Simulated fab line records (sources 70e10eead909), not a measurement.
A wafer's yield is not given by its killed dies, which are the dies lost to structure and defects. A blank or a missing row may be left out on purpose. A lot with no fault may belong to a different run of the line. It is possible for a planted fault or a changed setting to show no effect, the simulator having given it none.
A struck lot beside a sound one -- flow nand-harc -- 32 out of 1159 route steps
Sound: the wafers L300.1, L300.3, L300.5. Struck: wafers L313.3, L313.5. (L313.4 of the same lot was not struck and is left out.) The cause comes at the end.
Each step with rows lists, per side, the tool, then ch with its chambers, then its first start. Under that, the readings that differ: sound wafers -- struck wafers -- difference of the means -- sigmas: that difference in standard deviations of wafers without a fault.
alike: a reading whose means differ by less than 2 such deviations, as well as words and numbers matching on both sides. not compared: withheld readings; readings where some wafer has no value; bounds like >300 that might hide an equal value; numbers whose values overlap and for which the record gives no deviation.
The two part at a step that has a row with sigmas, a row that says differs or no value, or rows on one side only. Non-overlapping numbers with no deviation appear without sigmas and do not part them. A reading missing from all wafers of one side parts the sides only when that side holds two or more wafers.

first, 8 steps without rows for these wafers: NHARC_P_M0_DESCUM_14 (chemistry O2, time 3 s); NHARC_P_M0_ETCH_34 (etches the open film in N2/H2, target depth 40 nm, overetch 12 nm, time 43.94 s); NHARC_P_M0_ETCH_15 (etches the open film in C4F8/Ar, target depth 150 nm, overetch 15 nm, time 82.5 s); NHARC_P_M0_STRIP_18 (strips in N2/H2); NHARC_P_M0_STRIP_19 (strips in post etch residue remover, time 600 s); NHARC_P_M0_DEGAS_28 (time 60 s); NHARC_P_M0_PRE_CLEAN_29 (time 30 s); NHARC_P_M0_PVD_20 (deposits TaN, target thk 5 nm, time 8.06 s).
NHARC_P_M0_PVD_21: deposits Cu, target thk 30 nm, time 20.49 s.
  sound: pvd-sputter-02 at day 7 16:41; struck: pvd-sputter-02 at day 11 04:02
  alike: throttle-valve-pct
then, 22 steps without rows for these wafers: NHARC_P_M0_ECD_22 (material Cu, target thk 400 nm); NHARC_P_M0_ANNEAL_30 (time 90 s); NHARC_P_M0_CMP_23 (polishes, t overpolish 20 s, target thk 117.53 nm); NHARC_P_M0_SRD_25; NHARC_P_M0_PRE_CLEAN_31 (time 12 s); NHARC_P_M0_DEP_32 (deposits SiCN, target thk 30 nm); NHARC_P_M1_DEP_00 (deposits SiOC, target thk 182.5 nm); NHARC_P_M1_DEHYDRATE_01 (time 120 s); NHARC_P_M1_HMDS_02 (time 30 s); NHARC_P_M1_COAT_34 (time 65 s); NHARC_P_M1_COAT_03 (resist thk 90 nm); NHARC_P_M1_SOFTBAKE_04 (time 55 s); NHARC_P_M1_EBR_05; NHARC_P_M1_EXPOSE_06 (exposes mask P M1, target cd 130 nm); NHARC_P_M1_PEB_07 (peb time 65 s); NHARC_P_M1_DEVELOP_08 (develop time 35 s); NHARC_P_M1_DESCUM_14 (chemistry O2, time 3 s); NHARC_P_M1_ETCH_35 (etches the open film in N2/H2, target depth 40 nm, overetch 12 nm, time 43.94 s); NHARC_P_M1_ETCH_15 (etches the open film in C4F8/Ar, target depth 182.5 nm, time 91.2 s); NHARC_P_M1_STRIP_18 (strips in N2/H2); NHARC_P_M1_ETCH_28 (etches the open film in CF4/N2, target depth 30 nm, time 72.99 s); NHARC_P_M1_STRIP_19 (strips in post etch residue remover, time 600 s).
-- jump in the record: it breaks off in module P_M1 and resumes in module END (first step shown: number 1159 of the route), and 17 days separate the struck wafers' starts before and after --
NHARC_END_SORT_01:
  sound on prober-01 ch 0, day 24 12:38; struck on prober-02 ch 0, day 27 22:32
reading,sound,struck,difference,sigmas
hold,- - -,await-dispo/2.4h/release await-dispo/2.4h/release,no value on the sound wafers,
defect-limited-yield (%),94.4 95.1 95.0,0 0,-95,-59
killed-at-periphery,4 1 0,641 644,+641,+99 or more
killed-dies,38 33 34,677 677,+642,+58
sort_bin_2_pct (%),1.9 1.6 1.8,96.2 96.9,+94.8,+99 or more
sort-n-pass,639 644 643,0 0,-642,-58
sort-rim-yield-pct (%),98.1 98.1 97.2,0 0,-98,-43
sort-yield-pct (%),94.4 95.1 95.0,0 0,-95,-59
  alike: killed-at-array, killed-at-other, killed-open, killed-short, sort_bin_3_pct, sort_bin_4_pct

WHERE THEY PART
Within this record, at NHARC_END_SORT_01 only.

WHY: what the simulator had put in
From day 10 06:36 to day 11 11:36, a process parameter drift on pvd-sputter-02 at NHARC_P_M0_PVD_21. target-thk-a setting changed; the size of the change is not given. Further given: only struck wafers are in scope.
